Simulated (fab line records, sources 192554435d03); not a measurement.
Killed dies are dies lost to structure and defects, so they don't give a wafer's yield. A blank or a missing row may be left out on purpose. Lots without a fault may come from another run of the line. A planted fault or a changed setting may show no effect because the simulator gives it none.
One fault seen from 2 desks | flow n5_finfet | each desk has only its own numbers; what lay behind them comes last

THE TOOL OWNER'S DESK: rie_diel-04
The tool's own readings at N5_MOL_CONTACT_COAG_ETCH_66 (etches SiARC in CF4, target depth 13 nm, time 21.7 s): means of the sampled wafers that have a number, for each lot that ran on this tool. A lot is out of limits, marked OUT, if its mean lies more than 4 standard deviations from the usual mean; the brackets give that distance.
Columns: A = drypump_motor_current_A at N5_MOL_CONTACT_COAG_ETCH_66, usual 5.7 A; B = etch_rf_on_time_s at N5_MOL_CONTACT_COAG_ETCH_66, usual 21.6 s; C = oes_product_au at N5_MOL_CONTACT_COAG_ETCH_66, usual 0.71 a.u.; D = rf_fwd_power_W at N5_MOL_CONTACT_COAG_ETCH_66, usual 532.0 W; E = rf_vpp_V at N5_MOL_CONTACT_COAG_ETCH_66, usual 184.0 V; F = showerhead_plenum_p_Torr at N5_MOL_CONTACT_COAG_ETCH_66, usual 2.15 Torr; G = throttle_valve_pct at N5_MOL_CONTACT_COAG_ETCH_66, usual 15.53 %
lot  | first seen here | A   | B    | C    | D     | E     | F    | G
L142 | day 5 13:23     | 5.5 | 21.3 | 0.75 | 532.8 | 183.7 | 2.12 | 15.56
L151 | day 7 16:06     | 5.0 | 21.7 | 0.65 | 531.2 | 182.5 | 2.08 | 15.66
This desk's finding: nothing out of limits on any of the 2 lots.

THE METROLOGY DESK
What the gauges read, lot by lot, whatever tool the lot ran on: means of the sampled wafers that have a number. A lot is out of limits, marked OUT, if its mean lies more than 4 standard deviations from the usual mean; the brackets give that distance.
Columns: A = cd_nm at N5_PASSIVATION_CD_MEAS_44, usual 39999 nm
lot  | first seen here | A
L142 | day 12 12:20    | 40003
L144 | day 12 20:35    | 39997
L148 | day 13 08:48    | 39999
L151 | day 14 20:39    | 39998
L154 | day 15 07:27    | 39999
L156 | day 15 12:09    | 40000
L158 | day 15 21:52    | 39999
L157 | day 15 22:32    | 40000
L159 | day 16 08:35    | 40000
L163 | day 17 22:53    | 39997
L164 | day 18 01:45    | 39998
This desk's finding: nothing out of limits on any of the 11 lots.

PUT TOGETHER
The tool owner's desk saw nothing out of limits.
The metrology desk saw nothing out of limits.

WHAT THE SIMULATOR HAD PUT IN
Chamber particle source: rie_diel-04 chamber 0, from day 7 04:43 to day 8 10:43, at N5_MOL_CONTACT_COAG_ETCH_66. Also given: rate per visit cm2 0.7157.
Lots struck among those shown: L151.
